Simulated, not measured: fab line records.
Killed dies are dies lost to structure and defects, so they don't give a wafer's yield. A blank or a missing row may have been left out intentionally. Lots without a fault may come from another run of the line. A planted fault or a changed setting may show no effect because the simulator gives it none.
fab line records	flow nand_harc
record lots=11	wafers=33	last_day=25
route steps=1159 shown THIN_TSV@1118 END@1159
lots untouched by any fault: they come from a run of this same line in which no faults occurred
start_h: hours from the record's first day to the start of the lot's first wafer shown	wait_h: hours elapsed since this lot's preceding step	" the same as in the row above	L1.1+2: one row covering several wafers at once	- no value present, or no start provided	* or withheld: withheld	< > ~ a bound
route shown NAME@n: names a module that has steps shown in the file, with the first one's number in the route	usual: mean/standard deviation of fault-free wafers	same: alike in all rows	chamber/n: place in a boat	sites: the reading at each site	_std_site: their standard deviation	_edge_site: outer sites' mean less inner sites'	radius_mm: for every site, how far away it sits from the centre of the wafer	mask NAME#n: copy n	behind: the tool/chamber that last shaped the wafer	hold: cause of the lot's hold/its duration in hours/its outcome	device: transistor that didn't switch, given as n, p or np	end of line: at the end of the route, the tests of the same wafers	step lacking rows: just its recipe	killed: count of dies lost to structure and defects at first sort (not the wafer's yield)	map: dies across one wafer; x = killed, . = not, _ = none there
set.NAME: setting as actually run; set.NAME@STEP: the setting as run at that earlier step	model.NAME: the simulator's own value behind a step, which no gauge read
one table for each step of the route and one row for each wafer, over a sample of lots
services: from which hour (start_h, from the record's first day; less than 0 if before it) a tool's chamber was out of use, for how many hours, and why
## steps
# step NHARC_THIN_TSV_DESCUM_14
# recipe time_s=3	o2_flow_sccm=200	ar_flow_sccm=0	bias_power_w=0	chemistry=O2
# usual drypump_motor_current_A=5.6/0.52	oes_product_au=0.997/0.0099	rf_vpp_V=57.6/0.88	showerhead_plenum_p_Torr=1.89/0.075	throttle_valve_pct=11.311/0.0097
lot.wafer	tool	chamber	start_h	wait_h	drypump_motor_current_A	oes_product_au	rf_hours_counter_h	rf_vpp_V	showerhead_plenum_p_Torr	throttle_valve_pct
L722.3	rie_diel-01	1	428.73	-	4.8	0.989	8	57.5	1.90	11.311
L722.2	"	2	"	"	5.7	0.991	7	58.4	1.91	11.300
L722.6	"	2	"	"	5.7	0.992	-	57.2	1.91	11.307
L723.1	rie_diel-03	3	431.22	-	5.7	1.018	4	58.5	2.00	11.322
L723.4	"	0	"	"	5.5	0.985	2	57.6	1.78	11.301
L723.5	"	2	"	"	6.3	0.980	-	57.0	1.95	11.336
L725.1	rie_diel-03	1	437.10	-	5.4	0.995	5	59.4	1.84	11.310
L725.4	"	2	"	"	6.3	0.972	4	58.8	1.95	11.308
L725.5	"	2	"	"	6.3	0.983	-	56.4	1.95	11.322
L726.2	rie_diel-01	3	449.95	-	5.3	0.983	8	56.8	1.79	11.305
L726.5	"	1	"	"	4.8	0.993	-	57.7	1.90	11.326
L726.6	"	2	"	"	5.7	0.989	-	58.1	1.91	11.311
L727.2	rie_diel-03	3	460.67	-	5.7	1.002	8	57.6	2.00	11.315
L727.4	"	1	"	"	5.4	0.995	7	56.7	1.84	11.309
L727.6	"	0	"	"	5.5	1.001	-	57.4	1.78	11.313
L734.1	rie_diel-03	3	487.57	-	5.7	1.011	10	58.4	2.00	11.314
L734.3	"	1	"	"	5.4	1.011	10	57.6	1.83	11.312
L734.6	"	2	"	"	6.3	1.003	-	56.6	1.95	11.312
L733.4	rie_diel-07	1	488.89	-	5.7	0.985	4	57.6	1.78	11.298
L733.2	"	2	"	"	6.5	0.996	5	56.7	1.88	11.293
L733.5	"	1	"	"	5.7	0.989	-	57.5	1.78	11.305
L738.3	rie_diel-01	2	533.99	-	5.7	0.985	2	56.4	1.91	11.322
L738.5	"	1	"	"	4.8	0.990	-	58.1	1.90	11.302
L738.6	"	2	"	"	5.8	0.986	-	58.0	1.91	11.310
L740.1	rie_diel-03	3	540.88	-	5.7	1.002	16	58.3	2.00	11.304
L740.3	"	2	"	"	6.3	0.992	17	58.5	1.95	11.312
L740.6	"	0	"	"	5.5	0.985	-	56.9	1.78	11.314
L743.2	rie_diel-03	1	555.18	-	5.4	1.002	18	57.4	1.83	11.312
L743.1	"	3	"	"	5.7	1.001	18	58.3	2.00	11.316
L743.6	"	2	"	"	6.3	0.995	-	58.0	1.95	11.308
L742.2	rie_diel-07	0	579.79	-	5.4	0.996	9	58.0	1.96	11.305
L742.4	"	2	"	"	6.6	1.012	10	57.9	1.88	11.324
L742.5	"	0	"	"	5.4	1.009	-	57.2	1.96	11.318
# step NHARC_THIN_TSV_ETCHBACK_48
# recipe target_depth_a=10285	over_etch_frac=0.3	time_s=405.17	ion_energy_ev=250	c4f8_flow_sccm=withheld	ar_flow_sccm=withheld	rf_w=600	bias_w=300	chemistry=C4F8/Ar
# usual oes_product_au=0.943/0.029	rf_fwd_power_W=598.9/1.7	rf_vpp_V=545/3
lot.wafer	tool	chamber	start_h	wait_h	oes_product_au	rf_fwd_power_W	rf_hours_counter_h	rf_vpp_V
L722.2	rie_diel-07	3	430.89	-	1.001	597.7	1	543
L722.3	"	0	"	"	0.996	597.7	1	549
L722.6	"	1	"	"	0.989	599.7	-	541
L723.4	rie_diel-03	3	433.30	-	0.957	598.7	4	550
L723.1	"	2	"	"	0.951	598.0	4	547
L723.5	"	0	"	"	0.937	595.2	-	541
L725.4	rie_diel-07	2	439.49	-	0.937	597.5	1	547
L725.1	"	3	"	"	0.923	595.8	1	543
L725.5	"	1	"	"	0.922	597.3	-	542
L726.2	rie_diel-03	0	452.06	-	0.937	599.1	5	542
L726.6	"	3	"	"	0.956	596.5	-	550
L726.5	"	0	"	"	0.941	598.4	-	540
L727.4	rie_diel-01	2	462.76	-	0.927	599.3	8	546
L727.2	"	0	"	"	0.930	599.7	10	547
L727.6	"	3	"	"	0.924	600.3	-	542
L734.1	rie_diel-01	0	489.82	-	0.925	597.8	11	548
L734.3	"	2	"	"	0.933	597.8	10	545
L734.6	"	3	"	"	0.917	600.1	-	542
L733.4	rie_diel-07	0	491.00	-	0.928	594.4	4	550
L733.2	"	2	"	"	0.937	598.9	5	547
L733.5	"	1	"	"	0.915	600.1	-	541
L738.3	rie_diel-07	0	536.09	-	0.937	599.6	7	548
L738.5	"	3	"	"	0.935	598.1	-	543
L738.6	"	0	"	"	0.930	601.0	-	550
L740.1	rie_diel-01	3	543.54	-	1.007	600.5	2	543
L740.3	"	0	"	"	1.008	597.5	2	548
L740.6	"	3	"	"	1.000	600.5	-	542
L743.2	rie_diel-07	3	557.29	-	0.927	597.2	8	543
L743.1	"	0	"	"	0.927	597.0	8	549
L743.6	"	3	"	"	0.931	597.7	-	543
L742.2	rie_diel-07	1	581.87	-	0.948	601.1	10	541
L742.4	"	3	"	"	0.960	598.7	10	544
L742.5	"	1	"	"	0.962	600.6	-	544
# step NHARC_THIN_TSV_PRE_CLEAN_54
# recipe time_s=30	temp_c=280	gas=H2/He
# usual heater_power_w=425/44
lot.wafer	tool	chamber	start_h	wait_h	heater_power_w
L722.2	pvd_sputter-03	-	433.43	0.1	483
L722.3	"	-	"	"	400
L722.6	"	-	"	"	483
L723.4	pvd_sputter-03	-	435.92	0.1	489
L723.1	"	-	"	"	350
L723.5	"	-	"	"	488
L725.1	pvd_sputter-03	-	442.02	0.1	470
L725.4	"	-	"	"	497
L725.5	"	-	"	"	461
L726.2	pvd_sputter-02	-	456.89	0.0	400
L726.6	"	-	"	"	404
L726.5	"	-	"	"	491
L727.2	pvd_sputter-01	-	465.36	0.1	401
L727.4	"	-	"	"	380
L727.6	"	-	"	"	479
L734.3	pvd_sputter-02	-	492.40	0.1	418
L734.1	"	-	"	"	382
L734.6	"	-	"	"	411
L733.2	pvd_sputter-02	-	494.05	0.0	493
L733.4	"	-	"	"	401
L733.5	"	-	"	"	381
L738.3	pvd_sputter-01	-	538.98	0.0	394
L738.5	"	-	"	"	476
L738.6	"	-	"	"	400
L740.3	pvd_sputter-03	-	546.30	0.1	450
L740.1	"	-	"	"	444
L740.6	"	-	"	"	398
L743.2	pvd_sputter-02	-	559.89	0.1	401
L743.1	"	-	"	"	498
L743.6	"	-	"	"	411
L742.4	pvd_sputter-01	-	584.51	0.1	490
L742.2	"	-	"	"	403
L742.5	"	-	"	"	490
# step NHARC_THIN_TSV_STRIP_56
# recipe power_w=1500	temp_c=250	chemistry=O2
# usual drypump_motor_current_A=5.77/0.053	heater_power_w=337/25
lot.wafer	tool	chamber	start_h	wait_h	drypump_motor_current_A	heater_power_w	rf_hours_counter_h
L722.2	plasma_asher-01	0	435.03	0.1	5.76	366	49
L722.3	"	0	"	"	5.74	373	-
L722.6	"	0	"	"	5.72	374	-
L723.1	plasma_asher-01	1	437.70	0.1	5.76	312	50
L723.4	"	0	"	"	5.73	363	-
L723.5	"	1	"	"	5.76	317	-
L725.1	plasma_asher-01	1	443.86	0.4	5.75	319	54
L725.4	"	0	"	"	5.74	371	-
L725.5	"	0	"	"	5.73	363	-
L726.2	plasma_asher-02	1	458.65	0.1	5.72	348	35
L726.6	"	0	"	"	5.87	310	-
L726.5	"	1	"	"	5.71	354	-
L727.2	plasma_asher-01	1	466.94	0.1	5.79	329	1
L727.4	"	1	"	"	5.81	323	-
L727.6	"	1	"	"	5.77	332	-
L734.1	plasma_asher-02	1	494.05	0.1	5.73	363	47
L734.3	"	0	"	"	5.87	308	-
L734.6	"	1	"	"	5.72	352	-
L733.2	plasma_asher-02	1	495.84	0.3	5.74	356	48
L733.4	"	0	"	"	5.85	312	-
L733.5	"	0	"	"	5.85	307	-
L738.3	plasma_asher-01	1	541.77	1.2	5.74	327	-
L738.6	"	0	"	"	5.72	370	-
L738.5	"	1	"	"	5.79	326	-
L740.1	plasma_asher-01	0	548.05	0.1	5.73	369	31
L740.3	"	1	"	"	5.78	330	-
L740.6	"	0	"	"	5.75	374	-
L743.1	plasma_asher-02	1	561.60	0.1	5.74	354	5
L743.2	"	0	"	"	5.84	315	5
L743.6	"	0	"	"	5.86	313	-
L742.2	plasma_asher-02	1	586.22	0.1	5.73	358	13
L742.4	"	1	"	"	5.74	357	-
L742.5	"	0	"	"	5.84	309	-
# step NHARC_THIN_TSV_INSPECT_40
# usual raw_defect_count=477/91
lot.wafer	tool	chamber	start_h	wait_h	raw_defect_count
L722.2	defect_inspect-01	-	440.28	0.4	416
L722.3	"	-	"	"	505
L722.6	"	-	"	"	453
L723.1	defect_inspect-02	-	440.28	0.4	635
L723.4	"	-	"	"	673
L723.5	"	-	"	"	553
L725.1	defect_inspect-02	-	449.11	0.4	411
L725.4	"	-	"	"	521
L725.5	"	-	"	"	528
L726.2	defect_inspect-01	-	462.83	0.4	479
L726.5	"	-	"	"	424
L726.6	"	-	"	"	474
L727.2	defect_inspect-02	-	472.15	0.4	505
L727.4	"	-	"	"	645
L727.6	"	-	"	"	360
L734.1	defect_inspect-02	-	499.25	0.4	492
L734.3	"	-	"	"	529
L734.6	"	-	"	"	428
L733.2	defect_inspect-01	-	499.26	0.4	542
L733.4	"	-	"	"	499
L733.5	"	-	"	"	581
L738.3	defect_inspect-01	-	544.88	0.4	1991
L738.5	"	-	"	"	1756
L738.6	"	-	"	"	535
L740.1	defect_inspect-01	-	553.00	0.4	641
L740.3	"	-	"	"	1791
L740.6	"	-	"	"	552
L743.1	defect_inspect-02	-	566.84	0.4	529
L743.2	"	-	"	"	543
L743.6	"	-	"	"	355
L742.2	defect_inspect-02	-	591.86	0.4	673
L742.4	"	-	"	"	631
L742.5	"	-	"	"	496
# step NHARC_END_SORT_01
# recipe temp_c=25
# usual defect_limited_yield=95.3/1.7	killed_at_array=28/11	killed_at_other=0.7/1.1	killed_at_periphery=2.9/2	killed_dies=32/11	killed_open=3.2/1.8	killed_short=2.0/1.4	sort_bin_2_pct=1.5/0.67	sort_bin_3_pct=0.28/0.24	sort_bin_4_pct=2.9/1.1	sort_n_pass=645/11	sort_rim_yield_pct=95.7/2.6	sort_yield_pct=95.3/1.7
# same gross_dies=677	sort_bin_5_pct[%]=0	sort_bin_6_pct[%]=0	sort_bin_7_pct[%]=0	sort_bin_8_pct[%]=0	sort_rim_n_gross=106.00
lot.wafer	tool	chamber	start_h	wait_h	defect_limited_yield[%]	killed_at_array	killed_at_other	killed_at_periphery	killed_dies	killed_open	killed_short	sort_bin_2_pct[%]	sort_bin_3_pct[%]	sort_bin_4_pct[%]	sort_n_pass	sort_rim_yield_pct[%]	sort_yield_pct[%]
L738.3	prober-02	0	549.54	3.1	78.9	39	102	2	143	1	1	6.8	7.24	7.1	534	91.5	78.9
L738.5	prober-02	0	551.14	3.7	77.8	40	109	1	150	1	2	9.3	6.20	6.6	527	97.2	77.8
L738.6	prober-02	0	551.94	4.0	93.4	45	0	0	45	1	1	2.8	0.59	3.2	632	94.3	93.4
L740.1	prober-01	0	556.03	2.5	90.8	57	1	4	62	2	4	2.8	0.74	5.6	615	94.3	90.8
L740.3	prober-01	0	557.64	3.1	78.7	33	104	7	144	2	2	5.6	6.79	8.9	533	93.4	78.7
L740.6	prober-01	0	560.06	4.0	91.4	50	0	8	58	6	5	2.4	0.59	5.6	619	95.3	91.4
L743.1	prober-02	0	569.85	2.5	97.5	14	0	3	17	2	1	0.6	0	1.9	660	97.2	97.5
L743.2	prober-02	0	570.65	2.8	96.9	14	0	7	21	4	3	1.2	0.15	1.8	656	98.1	96.9
L743.6	prober-02	0	573.85	4.0	96.8	14	1	7	22	2	2	0.9	0.44	1.9	655	98.1	96.8
# killed by level:class
L738.3 THIN_TSV:unspecified=102 A_SLIT:chamber_film_flake=20 A_CHANNEL_HOLE_D1:chamber_film_flake=8 A_CONTACT:chamber_film_flake=6 A_STAIRCASE:chamber_film_flake=3 P_M1:geometric_particle:open=1 A_SOURCE_PLATE:geometric_particle:short=1 P_GATE:chamber_film_flake=1
L738.5 THIN_TSV:unspecified=109 A_CHANNEL_HOLE_D1:chamber_film_flake=21 A_SLIT:chamber_film_flake=12 A_CONTACT:chamber_film_flake=3 P_M0:geometric_particle:open=1 A_CHANNEL_FILL_D1:geometric_particle:short=1 A_WL_FILL:geometric_particle:short=1 A_STAIRCASE:chamber_film_flake=1
L738.6 A_CHANNEL_HOLE_D1:chamber_film_flake=23 A_SLIT:chamber_film_flake=11 A_CONTACT:chamber_film_flake=8 A_CHANNEL_FILL_D1:geometric_particle:short=1 A_CHANNEL_FILL_D1:geometric_particle:open=1 A_WL_FILL:chamber_film_flake=1
L740.1 A_CHANNEL_HOLE_D1:chamber_film_flake=24 A_SLIT:chamber_film_flake=18 A_CONTACT:chamber_film_flake=9 A_CONTACT:geometric_particle:open=2 P_GATE:chamber_film_flake=2 P_GATE:geometric_particle:short=1 A_ONON_D1:geometric_particle:short=1 A_CONTACT:geometric_particle:short=1
L740.3 THIN_TSV:unspecified=104 A_SLIT:chamber_film_flake=17 A_CHANNEL_HOLE_D1:chamber_film_flake=7 A_CONTACT:chamber_film_flake=7 P_M0:chamber_film_flake=3 P_GATE:chamber_film_flake=2 P_M0:geometric_particle:open=1 P_M0:geometric_particle:short=1
L740.6 A_CHANNEL_HOLE_D1:chamber_film_flake=19 A_SLIT:chamber_film_flake=12 A_CONTACT:chamber_film_flake=11 P_M0:chamber_film_flake=4 A_CONTACT:geometric_particle:open=2 A_M0:geometric_particle:short=2 P_STI:geometric_particle:short=1 P_GATE:geometric_particle:open=1
L743.1 A_CONTACT:chamber_film_flake=6 A_CHANNEL_HOLE_D1:chamber_film_flake=3 A_WL_FILL:chamber_film_flake=3 P_M0:geometric_particle:open=1 A_CHANNEL_FILL_D1:geometric_particle:short=1 A_CONTACT:geometric_particle:open=1 P_GATE:chamber_film_flake=1 P_M0:chamber_film_flake=1
L743.2 A_WL_FILL:chamber_film_flake=5 P_ZERO_WELL:chamber_film_flake=3 A_CHANNEL_HOLE_D1:chamber_film_flake=3 A_CONTACT:chamber_film_flake=2 P_M0:geometric_particle:open=1 P_M0:geometric_particle:short=1 P_M2:geometric_particle:open=1 A_ONON_D1:geometric_particle:open=1
L743.6 A_CHANNEL_HOLE_D1:chamber_film_flake=7 P_GATE:chamber_film_flake=3 P_ZERO_WELL:chamber_film_flake=2 A_WL_FILL:chamber_film_flake=2 A_CHANNEL_FILL_D1:geometric_particle:short=1 A_CONTACT:geometric_particle:short=1 A_BLC:geometric_particle:open=1 STARTING-WAFER:geometric_particle:open=1
## services
tool	chamber	start_h	hours	kind
rie_diel-07	-	405.20	9.0	pm
rie_diel-07	0	405.20	9.0	vent_cycle
rie_diel-03	0	417.05	9.7	repair
pvd_sputter-03	-	418.19	5.3	repair
rie_diel-03	-	428.97	0.8	repair
pvd_sputter-03	-	431.64	1.4	repair
rie_diel-01	1	433.01	8.9	repair
rie_diel-01	2	436.82	6.7	repair
rie_diel-03	1	442.17	2.5	repair
plasma_asher-01	-	453.36	9.0	pm
pvd_sputter-03	-	458.00	10.0	pm
rie_diel-03	3	472.58	4.9	repair
rie_diel-03	0	479.40	12.8	repair
plasma_asher-01	-	483.68	0.7	repair
rie_diel-01	-	491.83	9.0	pm
pvd_sputter-01	-	514.05	10.0	pm
plasma_asher-01	-	523.38	0.7	repair
plasma_asher-02	-	537.67	9.0	pm
rie_diel-07	2	544.36	5.8	repair
pvd_sputter-03	-	547.26	8.7	repair
pvd_sputter-02	-	568.32	1.8	repair
rie_diel-03	-	569.30	9.0	pm
pvd_sputter-02	-	573.57	10.0	pm
rie_diel-07	-	582.20	9.0	pm
## key
first_sign step=NHARC_THIN_TSV_INSPECT_40	reading=raw_defect_count	direction=up	sigmas=15	usual=477	struck=1846
effect step=NHARC_END_SORT_01	reading=killed_at_other	direction=up	sigmas=98	usual=0.7	struck=105
more_kills_born_at NHARC_THIN_TSV_STRIP_56@plasma_asher-01=315
met_at NHARC_THIN_TSV_STRIP_56
struck_lots L738,L740
struck_wafers L738.3,L738.5,L740.3
not_acting_at NHARC_THIN_TSV_DESCUM_14,NHARC_THIN_TSV_ETCHBACK_48,NHARC_THIN_TSV_PRE_CLEAN_54
onset_between 466.94 541.77
fault kind=chamber_particle_source	tool=plasma_asher-01	chamber=1	onset_h=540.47	steps=NHARC_THIN_TSV_STRIP_56	rate_per_visit_cm2=2.0076	end_h=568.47
